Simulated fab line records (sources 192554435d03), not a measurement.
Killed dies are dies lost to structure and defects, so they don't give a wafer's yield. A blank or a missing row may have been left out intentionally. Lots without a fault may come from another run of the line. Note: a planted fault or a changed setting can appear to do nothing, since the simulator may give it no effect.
fab line records	flow n5Finfet
[record] lots = 7	wafers = 21
route steps=1938 shown BEOL_M4@1031 BEOL_M5@1160 BEOL_M6@1204
startH: the number of hours between the record's first day and the start of the first shown wafer of the lot	waitH: how many hours have passed since the lot's step before this one	" unchanged from the row above	L1.1+2: several wafers, shown together as one row	- no value, or no start given	* or withheld: withheld	< > ~ a bound
route shown NAME@n: names a module that has steps shown in the file, with the first one's number in the route	usual: mean/standard deviation of fault-free wafers	same: alike in all rows	chamber/n: place in a boat	sites: per-site readings	_std_site: standard deviation across them	_edge_site: inner sites' mean taken away from outer sites' mean	radiusMm: how far each site lies from the wafer's centre	mask NAME#n: copy n	behind: the tool/chamber that last shaped the wafer	hold: reason for holding the lot/hours on hold/outcome of the hold	device: the transistor (n, p or np) that didn't switch	end of line: tests run on the same wafers once the route is complete	step lacking rows: just its recipe	killed: not the wafer's yield, but the dies lost to structure and defects at the first sort	map: the dies of a wafer, with x for killed, . for not killed, _ for no die there
set.NAME: the setting that was run; set.NAME@STEP: the one run at that earlier step	model.NAME: the simulator's own value behind a step, which no gauge read
lots run with intentionally changed settings; tables by step, rows by wafer
[[steps]]
[step N5_BEOL_M4_EXPOSE_08]
[recipe] maskId = M4	na = 0.33	sourceShape = dipole	sigmaInner = 0.369	sigmaOuter = 0.767	polarization = unpolarized	doseMj = 41.25
lot.wafer	tool	chamber	startH	waitH	mask	set.doseMj
L080.3+4+5	euvScanner-02	0	200.92	-	M4#0	41.25
L079.4+5+6	euvScanner-01	0	201.15	-	M4#0	41.25
L081.1+4	euvScanner-01	0	202.25	-	M4#0	41.25
L081.2	"	0	"	"	M4#0	42.93
L084.2	euvScanner-02	0	242.50	-	M4#0	43.67
L084.3+5	"	0	"	"	M4#0	41.25
L085.2+6	euvScanner-01	0	246.37	-	M4#0	38.52
L085.5	"	0	"	"	M4#0	41.25
L090.1+2+5	euvScanner-01	0	253.94	-	M4#0	41.25
L092.1+3+5	euvScanner-01	0	274.64	-	M4#0	41.25
[step N5_BEOL_M4_PEB_09]
[recipe] pebTempC = 100	pebTimeS = 60	resist = CAR-EUV
[step N5_BEOL_M4_DEVELOP_10]
[recipe] developTimeS = 30	developer = TMAH	resist = CAR-EUV	rinseLiquid = surfactantRinse	dry = airSpin	devTempC = 23
[step N5_BEOL_M4_CD_MEAS_11]
[recipe] targetCdNm = 16.79	landingEnergyEv = 500	detector = seInlens	polarity = opening
[usual] cdNm = 16.76/0.24
lot.wafer	tool	chamber	startH	waitH	set.doseMj@BEOL_M4_EXPOSE_08	cdNm
L080.3	cdSem-02	0	201.04	-	41.25	17.15
L080.4	"	0	"	"	41.25	16.56
L080.5	"	0	"	"	41.25	17.17
L079.4	cdSem-02	0	201.27	-	41.25	16.84
L079.5	"	0	"	"	41.25	16.65
L079.6	"	0	"	"	41.25	16.47
L081.1	cdSem-03	0	202.38	-	41.25	16.72
L081.2	"	0	"	"	42.93	17.77
L081.4	"	0	"	"	41.25	16.71
L084.2	cdSem-01	0	242.62	-	43.67	17.98
L084.3	"	0	"	"	41.25	16.62
L084.5	"	0	"	"	41.25	17.31
L085.2	cdSem-01	0	246.50	-	38.52	14.98
L085.5	"	0	"	"	41.25	17.17
L085.6	"	0	"	"	38.52	15.26
L090.1	cdSem-03	0	254.07	-	41.25	17.01
L090.2	"	0	"	"	41.25	16.93
L090.5	"	0	"	"	41.25	16.97
L092.1	cdSem-03	0	274.77	-	41.25	16.52
L092.3	"	0	"	"	41.25	16.70
L092.5	"	0	"	"	41.25	17.00
[step N5_BEOL_M4_DESCUM_16]
[recipe] chemistry = O2	timeS = 7	sourcePowerW = 50	biasPowerW = 20	pressureMtorr = 20	rfFrequencyHz = 2.712e+07	tempC = 40	resist = CAR-EUV	o2FlowSccm = 225
[step N5_BEOL_M4_ETCH_74]
[recipe] chemistry = N2/H2	target = underlayer	targetDepthA = 65	maskMaterial = CAR-EUV	timeS = 5.2	ionEnergyEv = 200	pressureMtorr = 30	sourceW = 840	biasW = 150	n2FlowSccm = 200	h2FlowSccm = 200	ends = cleared
lot.wafer	tool	chamber	startH	waitH	set.doseMj@BEOL_M4_EXPOSE_08	model.BEOL_M4.cdOffsetNm
L080.3	rieDiel-01	0	201.20	0.0	41.25	-0.2
L080.4+5	"	2	"	"	41.25	0
L079.4+5	rieDiel-05	1,0	201.42	0.0	41.25	0
L079.6	"	1	"	"	41.25	-0.2
L081.1	rieDiel-04	2	202.54	0.0	41.25	0
L081.2	"	1	"	"	42.93	0.8
L081.4	"	0	"	"	41.25	-0.2
L084.2	rieDiel-04	0	243.18	0.0	43.67	1.2
L084.3	"	2	"	"	41.25	0.2
L084.5	"	0	"	"	41.25	0
L085.2+6	rieDiel-05	2,1	246.66	0.0	38.52	-1.4
L085.5	"	0	"	"	41.25	0
L090.1+2	rieDiel-04	0,3	254.22	0.0	41.25	0
L090.5	"	0	"	"	41.25	-0.2
L092.1+5	rieDiel-01	2,3	275.03	0.0	41.25	0.2
L092.3	"	0	"	"	41.25	0
[step N5_BEOL_M4_ETCH_63]
[recipe] chemistry = CF4	target = SiARC	targetDepthA = 156	maskMaterial = CAR-EUV	timeS = 26	ionEnergyEv = 80	pressureMtorr = 40	sourceW = 545	biasW = 36	Ar_flow_sccm = 100	cf4FlowSccm = 100	ends = cleared
lot.wafer	tool	chamber	startH	waitH	set.doseMj@BEOL_M4_EXPOSE_08	model.BEOL_M4.cdOffsetNm
L080.3+5	rieDiel-01	0,2	201.21	0.0	41.25	-0.2
L080.4	"	2	"	"	41.25	0
L079.4+5+6	rieDiel-05	1,0,1	201.44	0.0	41.25	-0.2
L081.1+4	rieDiel-04	2,0	202.55	0.0	41.25	0
L081.2	"	1	"	"	42.93	0.8
L084.2	rieDiel-04	0	243.20	0.0	43.67	1.2
L084.3	"	2	"	"	41.25	0.4
L084.5	"	0	"	"	41.25	0
L085.2	rieDiel-05	2	246.67	0.0	38.52	-1.2
L085.5	"	0	"	"	41.25	0
L085.6	"	1	"	"	38.52	-1.4
L090.1+2	rieDiel-04	0,3	254.24	0.0	41.25	0
L090.5	"	0	"	"	41.25	-0.2
L092.1+5	rieDiel-01	2,3	275.05	0.0	41.25	0.2
L092.3	"	0	"	"	41.25	0
[step N5_BEOL_M4_ETCH_64]
[recipe] chemistry = N2/H2	target = SOC	targetDepthA = 750	overetchA = 225	maskMaterial = SiARC	tempC = 40	timeS = 121.9	ionEnergyEv = 200	pressureMtorr = 30	sourceW = 840	biasW = 150	n2FlowSccm = 200	h2FlowSccm = 200
[step N5_BEOL_M4_STRIP_65]
[recipe] chemistry = N2/H2	tempC = 40	n2FlowSccm = 200	h2FlowSccm = 200	rfFrequencyHz = 6e+07
[step N5_BEOL_M4_STRIP_75]
[recipe] chemistry = N2/H2	tempC = 40	n2FlowSccm = 200	h2FlowSccm = 200	rfFrequencyHz = 6e+07
[step N5_BEOL_M4_STRIP_66]
[recipe] chemistry = CF4	resist = SiARC	powerW = 300	biasPowerW = 75	pressureMtorr = 50	cf4FlowSccm = 150	rfFrequencyHz = 6e+07
[step N5_BEOL_M4_HM_OPEN_17]
[recipe] chemistry = Cl2/BCl3	targetDepthA = 200	overetchA = 60	target = TiN	maskMaterial = SOC	ionEnergyEv = 150	pressureMtorr = 10	icpW = 1000	biasW = 126	Cl2_flow_sccm = 53.25	bcl3FlowSccm = 21.75	Ar_flow_sccm = 25
lot.wafer	tool	chamber	startH	waitH	set.doseMj@BEOL_M4_EXPOSE_08	model.BEOL_M4.cdOffsetNm
L080.3+4	rieMetal-01	1,0	201.44	0.1	41.25	-0.4
L080.5	"	0	"	"	41.25	-0.6
L079.4+5+6	rieMetal-03	1,0,1	201.67	0.1	41.25	-0.4
L081.1+4	rieMetal-01	0,1	202.75	0.0	41.25	0
L081.2	"	1	"	"	42.93	1
L084.2	rieMetal-03	1	243.40	0.0	43.67	1.4
L084.3+5	"	0	"	"	41.25	0.2
L085.2	rieMetal-02	1	246.87	0.0	38.52	-1
L085.5	"	0	"	"	41.25	0.4
L085.6	"	1	"	"	38.52	-1.2
L090.1	rieMetal-01	1	254.44	0.0	41.25	0.2
L090.2	"	1	"	"	41.25	0
L090.5	"	1	"	"	41.25	-0.2
L092.1	rieMetal-02	0	275.26	0.0	41.25	0.4
L092.3+5	"	1,0	"	"	41.25	0
[step N5_BEOL_M4_STRIP_19]
[recipe] chemistry = O2	powerW = 400	tempC = 40	pressureMtorr = 30	rfFrequencyHz = 6e+07	biasPowerW = 0	overashFraction = 0.2	o2FlowSccm = 225
[step N5_BEOL_M4_CD_MEAS_18]
[recipe] pitchNm = 36	targetCdNm = 18
[usual] cdNm = 18.0/0.33
lot.wafer	tool	chamber	startH	waitH	set.doseMj@BEOL_M4_EXPOSE_08	cdNm
L080.3	cdSem-03	-	201.61	0.1	41.25	18.0
L080.4	"	-	"	"	41.25	17.6
L080.5	"	-	"	"	41.25	17.1
L079.4	cdSem-02	-	201.82	0.1	41.25	17.6
L079.5	"	-	"	"	41.25	17.6
L079.6	"	-	"	"	41.25	17.4
L081.1	cdSem-02	-	202.93	0.0	41.25	17.8
L081.2	"	-	"	"	42.93	19.3
L081.4	"	-	"	"	41.25	17.8
L084.2	cdSem-01	-	243.58	0.1	43.67	19.5
L084.3	"	-	"	"	41.25	18.5
L084.5	"	-	"	"	41.25	18.4
L085.2	cdSem-01	-	247.06	0.1	38.52	16.9
L085.5	"	-	"	"	41.25	18.4
L085.6	"	-	"	"	38.52	16.9
L090.1	cdSem-03	-	254.71	0.0	41.25	18.1
L090.2	"	-	"	"	41.25	18.2
L090.5	"	-	"	"	41.25	17.9
L092.1	cdSem-02	-	275.45	0.1	41.25	18.6
L092.3	"	-	"	"	41.25	18.1
L092.5	"	-	"	"	41.25	18.2
[step N5_BEOL_M4_TRENCH_ETCH_37]
[recipe] chemistry = C4F6/O2	targetDepthA = 555.55	target = SiOC	timeS = 29.2	ionEnergyEv = 250	pressureMtorr = 30	sourceW = 355	biasW = 185	Ar_flow_sccm = 300	C4F6_flow_sccm = 10	O2_flow_sccm = 10
[usual] rfVppV = 676/11
lot.wafer	tool	chamber	startH	waitH	set.sourceW	rfVppV	model.BEOL_M4.featureDepthNm	model.etch.depthNm
L080.3	rieDiel-04	0	-	-	398.1	632	58.8	58.71
L080.4	"	2	"	"	355	667	53.8	53.73
L080.5	"	0	"	"	355	670	55.8	55.88
L079.4	rieDiel-05	1	-	-	355	674	53.8	53.75
L079.5	"	0	"	"	355	667	54.4	54.37
L079.6	"	3	"	"	355	656	54.8	54.82
L081.1	rieDiel-01	0	-	-	332.8	696	53.2	53.12
L081.2	"	1	"	"	355	696	55.4	55.41
L081.4	"	1	"	"	332.8	721	53.8	53.86
L084.2	rieDiel-01	0	-	-	402.8	630	59	58.94
L084.3	"	1	"	"	402.8	652	57.6	57.62
L084.5	"	2	"	"	402.8	638	58.2	58.28
L085.2	rieDiel-04	3	-	-	393.5	645	59.6	59.6
L085.5	"	3	"	"	393.5	643	59.8	59.79
L085.6	"	2	"	"	355	667	55.2	55.24
L090.1	rieDiel-04	3	-	-	355	677	56.4	56.42
L090.2	"	0	"	"	416.1	617	60.4	60.37
L090.5	"	0	"	"	416.1	616	59.8	59.82
L092.1	rieDiel-01	3	-	-	355	671	55.8	55.7
L092.3	"	1	"	"	355	696	54.8	54.89
L092.5	"	0	"	"	355	671	56.2	56.11
[step N5_BEOL_M4_ETCH_41]
[recipe] chemistry = CH3F/O2	target = SiCN	targetDepthA = 299	taperDeg = 2	timeS = 52.5	ionEnergyEv = 120	maskMaterial = TiN	pressureMtorr = 30	sourceW = 395	biasW = 75	Ar_flow_sccm = 150	CH3F_flow_sccm = 30	O2_flow_sccm = 20
[step N5_BEOL_M4_STRIP_97]
[recipe] chemistry = N2/H2	timeS = 10	powerW = 450	tempC = 40	pressureMtorr = 20	rfFrequencyHz = 6e+07	biasPowerW = 7	n2FlowSccm = 200	h2FlowSccm = 200
[step N5_BEOL_M4_PRECLEAN_42]
[recipe] chemistry = residueRemover	timeS = 60	tempC = 40
[step N5_BEOL_M4_SRD_43]
[recipe] timeS = 30	tempC = 23	rinseLiquid = diw	dry = ipaMarangoni
[step N5_BEOL_M4_CD_MEAS_35]
[recipe] targetCdNm = 18	targetCdYNm = 22.4	polarity = opening
[usual] cdNm = 18.0/0.37
lot.wafer	tool	chamber	startH	waitH	set.doseMj@BEOL_M4_EXPOSE_08	cdNm
L080.3	cdSem-01	-	203.38	0.0	41.25	17.7
L080.4	"	-	"	"	41.25	17.7
L080.5	"	-	"	"	41.25	17.5
L079.4	cdSem-02	-	208.25	0.0	41.25	17.3
L079.5	"	-	"	"	41.25	17.6
L079.6	"	-	"	"	41.25	17.7
L081.1	cdSem-03	-	220.19	0.0	41.25	17.8
L081.2	"	-	"	"	42.93	19.1
L081.4	"	-	"	"	41.25	18.0
L084.2	cdSem-03	-	248.50	0.0	43.67	19.6
L084.3	"	-	"	"	41.25	18.3
L084.5	"	-	"	"	41.25	18.0
L085.2	cdSem-01	-	251.72	0.0	38.52	16.8
L085.5	"	-	"	"	41.25	18.1
L085.6	"	-	"	"	38.52	17.3
L090.1	cdSem-01	-	268.34	0.0	41.25	17.9
L090.2	"	-	"	"	41.25	18.2
L090.5	"	-	"	"	41.25	17.9
L092.1	cdSem-01	-	292.50	0.0	41.25	18.7
L092.3	"	-	"	"	41.25	18.1
L092.5	"	-	"	"	41.25	18.1
[step N5_BEOL_M5_TRENCH_ETCH_37]
[recipe] chemistry = C4F6/O2	targetDepthA = 716.52	target = SiCOH_lowk	timeS = 24.7	ionEnergyEv = 250	pressureMtorr = 30	sourceW = 345	biasW = 185	Ar_flow_sccm = 300	C4F6_flow_sccm = 10	O2_flow_sccm = 10
[usual] rfVppV = 661/13
lot.wafer	tool	chamber	startH	waitH	set.biasW	rfVppV
L080.3	rieDiel-06	2	-	-	185	671
L080.4	"	3	"	"	185	641
L080.5	"	2	"	"	160.8	600
L079.4	rieDiel-03	0	-	-	185	661
L079.5	"	1	"	"	185	663
L079.6	"	3	"	"	185	642
L081.1	rieDiel-03	2	-	-	185	643
L081.2	"	3	"	"	185	643
L081.4	"	2	"	"	175.9	616
L084.2	rieDiel-03	1	-	-	185	661
L084.3	"	0	"	"	185	662
L084.5	"	1	"	"	185	661
L085.2	rieDiel-03	3	-	-	185	643
L085.5	"	3	"	"	185	642
L085.6	"	0	"	"	185	661
L090.1	rieDiel-02	2	-	-	159.9	594
L090.2	"	0	"	"	185	647
L090.5	"	1	"	"	185	677
L092.1	rieDiel-03	3	-	-	216.5	727
L092.3	"	0	"	"	185	660
L092.5	"	1	"	"	185	662
[step N5_BEOL_M5_ETCH_41]
[recipe] chemistry = CH3F/O2	target = SiCN	targetDepthA = 315	taperDeg = 2	timeS = 56.7	ionEnergyEv = 120	maskMaterial = TiN	pressureMtorr = 30	sourceW = 395	biasW = 75	Ar_flow_sccm = 150	CH3F_flow_sccm = 30	O2_flow_sccm = 20
[usual] rfVppV = 297.9/1.3
lot.wafer	tool	chamber	startH	waitH	set.sourceW	rfVppV	model.etch.depthNm
L080.3	rieDiel-06	2	-	-	395	297.0	21.72
L080.4	"	3	"	"	435.5	289.0	22.33
L080.5	"	2	"	"	395	299.0	21.78
L079.4	rieDiel-03	0	-	-	395	298.2	21.07
L079.5	"	1	"	"	395	296.2	20.76
L079.6	"	3	"	"	395	297.4	21.46
L081.1	rieDiel-03	2	-	-	395	296.3	21.55
L081.2	"	3	"	"	395	297.1	21.18
L081.4	"	2	"	"	395	296.6	21.49
L084.2	rieDiel-03	1	-	-	465.4	281.9	23.16
L084.3	"	0	"	"	465.4	282.3	22.42
L084.5	"	1	"	"	395	296.1	21.62
L085.2	rieDiel-03	3	-	-	459.6	282.2	22.63
L085.5	"	3	"	"	395	297.1	21.48
L085.6	"	0	"	"	395	298.8	21.19
L090.1	rieDiel-02	2	-	-	326.3	318.2	19.53
L090.2	"	0	"	"	326.3	315.3	19.48
L090.5	"	1	"	"	395	297.6	21.81
L092.1	rieDiel-03	3	-	-	421.4	290.9	21.56
L092.3	"	0	"	"	421.4	291.7	21.25
L092.5	"	1	"	"	421.4	288.7	21.55
[step N5_BEOL_M5_STRIP_91]
[recipe] chemistry = N2/H2	timeS = 10	powerW = 450	tempC = 40	pressureMtorr = 20	rfFrequencyHz = 6e+07	biasPowerW = 7	n2FlowSccm = 200	h2FlowSccm = 200
[step N5_BEOL_M5_OCD_MEAS_38]
[usual] trenchDepthNm = 71.4/1.3
lot.wafer	tool	chamber	startH	waitH	set.biasW@BEOL_M5_TRENCH_ETCH_37	trenchDepthNm
L080.3	ocd-02	-	213.84	-	185	73.4
L080.4	"	-	"	"	185	72.4
L080.5	"	-	"	"	160.8	69.3
L079.4	ocd-02	-	216.33	-	185	69.4
L079.5	"	-	"	"	185	68.4
L079.6	"	-	"	"	185	71.0
L081.1	ocd-01	-	229.62	-	185	71.7
L081.2	"	-	"	"	185	72.4
L081.4	"	-	"	"	175.9	71.3
L084.2	ocd-01	-	257.49	-	185	72.3
L084.3	"	-	"	"	185	70.2
L084.5	"	-	"	"	185	72.6
L085.2	ocd-01	-	262.34	-	185	71.1
L085.5	"	-	"	"	185	71.4
L085.6	"	-	"	"	185	71.5
L090.1	ocd-02	-	278.16	-	159.9	66.7
L090.2	"	-	"	"	185	70.2
L090.5	"	-	"	"	185	71.8
L092.1	ocd-01	-	304.18	-	216.5	75.5
L092.3	"	-	"	"	185	69.8
L092.5	"	-	"	"	185	72.1
[step N5_BEOL_M6_EXPOSE_08]
[recipe] maskId = M6	na = 1.35	sourceShape = dipole	sigmaInner = 0.817	sigmaOuter = 0.97	polarization = te	doseMj = 68.25
lot.wafer	tool	chamber	startH	waitH	mask	set.doseMj
L080.3+5	arfiScanner-01	0	223.82	-	M6#0	65.14
L080.4	"	0	"	"	M6#0	68.25
L079.4+5+6	arfiScanner-01	0	225.29	-	M6#0	68.25
L081.1+4	arfiScanner-01	0	237.50	-	M6#0	64.15
L081.2	"	0	"	"	M6#0	68.25
L084.2+3	arfiScanner-02	0	269.20	-	M6#0	65.8
L084.5	"	0	"	"	M6#0	68.25
L085.2+6	arfiScanner-01	0	274.53	-	M6#0	68.25
L085.5	"	0	"	"	M6#0	70.05
L090.1+2+5	arfiScanner-02	0	287.70	-	M6#0	68.25
L092.1+5	arfiScanner-03	0	312.11	-	M6#0	71
L092.3	"	0	"	"	M6#0	68.25
[step N5_BEOL_M6_PEB_09]
[recipe] pebTempC = withheld	pebTimeS = 60	resist = CAR-ArF
[step N5_BEOL_M6_DEVELOP_10]
[recipe] developTimeS = 30	developer = TMAH	resist = CAR-ArF	rinseLiquid = diw	dry = airSpin	devTempC = 23
[step N5_BEOL_M6_CD_MEAS_11]
[recipe] targetCdNm = 38.5	landingEnergyEv = 500	detector = seInlens	polarity = opening
[usual] cdNm = 38.6/0.75
lot.wafer	tool	chamber	startH	waitH	set.doseMj@BEOL_M6_EXPOSE_08	cdNm
L080.3	cdSem-02	0	223.94	-	65.14	37.5
L080.4	"	0	"	"	68.25	39.1
L080.5	"	0	"	"	65.14	37.4
L079.4	cdSem-01	0	225.40	-	68.25	37.5
L079.5	"	0	"	"	68.25	37.2
L079.6	"	0	"	"	68.25	38.1
L081.1	cdSem-03	0	237.63	-	64.15	35.6
L081.2	"	0	"	"	68.25	38.5
L081.4	"	0	"	"	64.15	35.1
L084.2	cdSem-01	0	269.32	-	65.8	37.5
L084.3	"	0	"	"	65.8	38.1
L084.5	"	0	"	"	68.25	39.0
L085.2	cdSem-02	0	274.65	-	68.25	38.2
L085.5	"	0	"	"	70.05	39.2
L085.6	"	0	"	"	68.25	39.1
L090.1	cdSem-01	0	287.83	-	68.25	38.3
L090.2	"	0	"	"	68.25	37.6
L090.5	"	0	"	"	68.25	37.7
L092.1	cdSem-01	0	312.24	-	71	40.0
L092.3	"	0	"	"	68.25	38.7
L092.5	"	0	"	"	71	39.3
[step N5_BEOL_M6_DESCUM_16]
[recipe] chemistry = O2	timeS = 7.9	sourcePowerW = 50	biasPowerW = 20	pressureMtorr = 20	rfFrequencyHz = 2.712e+07	tempC = 40	resist = CAR-ArF	o2FlowSccm = 225
[step N5_BEOL_M6_ETCH_61]
[recipe] chemistry = CF4	target = SiARC	targetDepthA = 455	maskMaterial = CAR-ArF	timeS = 75.8	ionEnergyEv = 80	pressureMtorr = 40	sourceW = 545	biasW = 36	Ar_flow_sccm = 100	cf4FlowSccm = 100	ends = cleared
lot.wafer	tool	chamber	startH	waitH	set.doseMj@BEOL_M6_EXPOSE_08	model.BEOL_M6.cdOffsetNm
L080.3	rieDiel-05	1	224.85	0.0	65.14	-1.4
L080.4	"	0	"	"	68.25	0.4
L080.5	"	3	"	"	65.14	-1
L079.4+5	rieDiel-01	2,1	225.65	0.0	68.25	-1.2
L079.6	"	0	"	"	68.25	-0.4
L081.1	rieDiel-05	0	237.75	0.0	64.15	-3
L081.2	"	2	"	"	68.25	-0.4
L081.4	"	1	"	"	64.15	-3.6
L084.2	rieDiel-05	2	269.44	0.0	65.8	-1
L084.3	"	1	"	"	65.8	-0.4
L084.5	"	3	"	"	68.25	0.8
L085.2	rieDiel-01	0	274.77	0.0	68.25	-0.4
L085.5	"	2	"	"	70.05	1
L085.6	"	3	"	"	68.25	0.6
L090.1	rieDiel-04	3	287.95	0.0	68.25	0.2
L090.2+5	"	2,1	"	"	68.25	-0.6
L092.1	rieDiel-05	3	312.38	0.0	71	1.6
L092.3	"	0	"	"	68.25	0.2
L092.5	"	0	"	"	71	1
[step N5_BEOL_M6_STRIP_19]
[recipe] chemistry = O2	powerW = 400	tempC = 40	pressureMtorr = 30	rfFrequencyHz = 6e+07	biasPowerW = 0	overashFraction = 0.2	o2FlowSccm = 225
lot.wafer	tool	chamber	startH	waitH	set.tempC
L080.3+5	rieDiel-05	2	225.21	0.1	40
L080.4	"	1	"	"	41.8
L079.4+5+6	rieDiel-01	0,1,2	226.02	0.1	40
L081.1+4	rieDiel-01	1,3	238.15	0.1	38.92
L081.2	"	3	"	"	40
L084.2+5	rieDiel-04	0,2	269.84	0.1	40
L084.3	"	2	"	"	36.43
L085.2+6	rieDiel-05	1,3	275.14	0.1	43.72
L085.5	"	2	"	"	40
L090.1+2+5	rieDiel-01	2,0,1	288.41	0.2	40
L092.1+3+5	rieDiel-01	0,1,3	312.73	0.1	40
[step N5_BEOL_M6_CD_MEAS_18]
[recipe] pitchNm = 80	targetCdNm = 40
[usual] cdNm = 40.2/0.77
lot.wafer	tool	chamber	startH	waitH	set.doseMj@BEOL_M6_EXPOSE_08	cdNm
L080.3	cdSem-01	-	225.28	0.1	65.14	38.4
L080.4	"	-	"	"	68.25	40.4
L080.5	"	-	"	"	65.14	38.8
L079.4	cdSem-02	-	226.07	0.0	68.25	38.7
L079.5	"	-	"	"	68.25	38.8
L079.6	"	-	"	"	68.25	39.9
L081.1	cdSem-01	-	238.22	0.0	64.15	37.1
L081.2	"	-	"	"	68.25	39.6
L081.4	"	-	"	"	64.15	36.7
L084.2	cdSem-01	-	269.91	0.1	65.8	38.7
L084.3	"	-	"	"	65.8	39.5
L084.5	"	-	"	"	68.25	40.6
L085.2	cdSem-03	-	275.21	0.1	68.25	39.4
L085.5	"	-	"	"	70.05	41.1
L085.6	"	-	"	"	68.25	40.6
L090.1	cdSem-01	-	288.48	0.0	68.25	39.8
L090.2	"	-	"	"	68.25	38.9
L090.5	"	-	"	"	68.25	39.4
L092.1	cdSem-02	-	312.80	0.0	71	41.7
L092.3	"	-	"	"	68.25	40.6
L092.5	"	-	"	"	71	41.2
[[key]]
[split] step = N5_BEOL_M4_EXPOSE_08	setting = doseMj	stated = 41.25	by = wafer
[response] step = N5_BEOL_M4_CD_MEAS_11	reading = cdNm	change = +0.251	per = 1%	r = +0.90
[response] step = N5_BEOL_M4_ETCH_74	reading = model.BEOL_M4.cdOffsetNm	change = +0.204	per = 1%	r = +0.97
[response] step = N5_BEOL_M4_ETCH_63	reading = model.BEOL_M4.cdOffsetNm	change = +0.187	per = 1%	r = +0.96
[response] step = N5_BEOL_M4_HM_OPEN_17	reading = model.BEOL_M4.cdOffsetNm	change = +0.222	per = 1%	r = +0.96
[response] step = N5_BEOL_M4_CD_MEAS_18	reading = cdNm	change = +0.237	per = 1%	r = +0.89
[response] step = N5_BEOL_M4_CD_MEAS_35	reading = cdNm	change = +0.218	per = 1%	r = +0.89
[split] step = N5_BEOL_M4_TRENCH_ETCH_37	setting = sourceW	stated = 355	by = wafer
[response] step = N5_BEOL_M4_TRENCH_ETCH_37	reading = rfVppV	change = -3	per = 1%	r = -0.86
[response] step = N5_BEOL_M4_TRENCH_ETCH_37	reading = model.BEOL_M4.featureDepthNm	change = +0.288	per = 1%	r = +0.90
[response] step = N5_BEOL_M4_TRENCH_ETCH_37	reading = model.etch.depthNm	change = +0.285	per = 1%	r = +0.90
[split] step = N5_BEOL_M5_TRENCH_ETCH_37	setting = biasW	stated = 185	by = wafer
[response] step = N5_BEOL_M5_TRENCH_ETCH_37	reading = rfVppV	change = +4.35	per = 1%	r = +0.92
[response] step = N5_BEOL_M5_OCD_MEAS_38	reading = trenchDepthNm	change = +0.279	per = 1%	r = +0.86
[split] step = N5_BEOL_M5_ETCH_41	setting = sourceW	stated = 395	by = wafer
[response] step = N5_BEOL_M5_ETCH_41	reading = rfVppV	change = -0.939	per = 1%	r = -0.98
[response] step = N5_BEOL_M5_ETCH_41	reading = model.etch.depthNm	change = +0.0886	per = 1%	r = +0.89
[split] step = N5_BEOL_M6_EXPOSE_08	setting = doseMj	stated = 68.25	by = wafer
[response] step = N5_BEOL_M6_CD_MEAS_11	reading = cdNm	change = +0.394	per = 1%	r = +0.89
[response] step = N5_BEOL_M6_ETCH_61	reading = model.BEOL_M6.cdOffsetNm	change = +0.397	per = 1%	r = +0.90
[response] step = N5_BEOL_M6_CD_MEAS_18	reading = cdNm	change = +0.393	per = 1%	r = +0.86
[split] step = N5_BEOL_M6_STRIP_19	setting = tempC	stated = 40	by = wafer
response none clear
